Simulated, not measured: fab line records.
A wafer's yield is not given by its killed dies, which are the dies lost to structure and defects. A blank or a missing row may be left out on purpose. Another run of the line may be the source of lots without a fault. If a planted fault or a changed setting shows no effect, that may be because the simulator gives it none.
One fault seen from 2 desks ; flow n5-finfet ; only its own numbers are on each desk; what lay behind them is given at the end

THE TOOL OWNER'S DESK: ald-sin-01
The tool's own readings at N5_BEOL_M0_SAQP_ALD_48 (deposits SiO2, target thk 20 nm, pulse time 1 s, co reactant pulse time 1 s): means of the sampled wafers that have a number, for each lot that ran on this tool. Marked OUT: a lot whose mean sits more than 4 standard deviations from the usual mean, which makes it out of limits; the brackets give that distance.
Columns: A = heater-power-w at N5_BEOL_M0_SAQP_ALD_48, usual 76 W; B = precursor-pulse-height-rel at N5_BEOL_M0_SAQP_ALD_48, usual 1.000
lot;first seen here;A;B
L817;day 6 04:50;77;0.988
L828;day 9 05:35;76;0.978
L830;day 9 14:35;74;0.968
This desk found nothing out of limits on any of the 3 lots.

THE METROLOGY DESK
What the gauges read, lot by lot, whatever tool the lot ran on: means of the sampled wafers that have a number. Marked OUT: a lot whose mean sits more than 4 standard deviations from the usual mean, which makes it out of limits; the brackets give that distance. 7 of its 10 readings are shown, namely those furthest out on some lot.
Columns: A = DIBL_N at N5_BEOL_M4_RC_MEAS_101, usual 35.4 mV/V; B = DIBL_P at N5_BEOL_M4_RC_MEAS_101, usual 34.8 mV/V; C = IOFF_N at N5_BEOL_M4_RC_MEAS_101, usual 0.15 nA/um; D = ION_N at N5_BEOL_M4_RC_MEAS_101, usual 677 uA/um; E = ION_P at N5_BEOL_M4_RC_MEAS_101, usual 462 uA/um; F = SS_N at N5_BEOL_M4_RC_MEAS_101, usual 71.4 mV/dec; G = VT_N at N5_BEOL_M4_RC_MEAS_101, usual 250 mV
lot;first seen here;A;B;C;D;E;F;G
L817;day 8 15:35;33.8;31.0;0.12;675;469;70.7;251
L830;day 11 15:22;33.8;33.7;0.12;648;450;70.7;254
L828;day 11 18:47;35.6;34.3;0.18;690;466;72.2;246
L835;day 12 22:20;35.1;35.1;0.15;678;463;71.7;249
This desk found nothing out of limits on any of the 4 lots.

TAKEN TOGETHER
Nothing out of limits was seen by the tool owner's desk.
At the metrology desk, nothing out of limits was observed.

WHAT THE SIMULATOR PUT IN
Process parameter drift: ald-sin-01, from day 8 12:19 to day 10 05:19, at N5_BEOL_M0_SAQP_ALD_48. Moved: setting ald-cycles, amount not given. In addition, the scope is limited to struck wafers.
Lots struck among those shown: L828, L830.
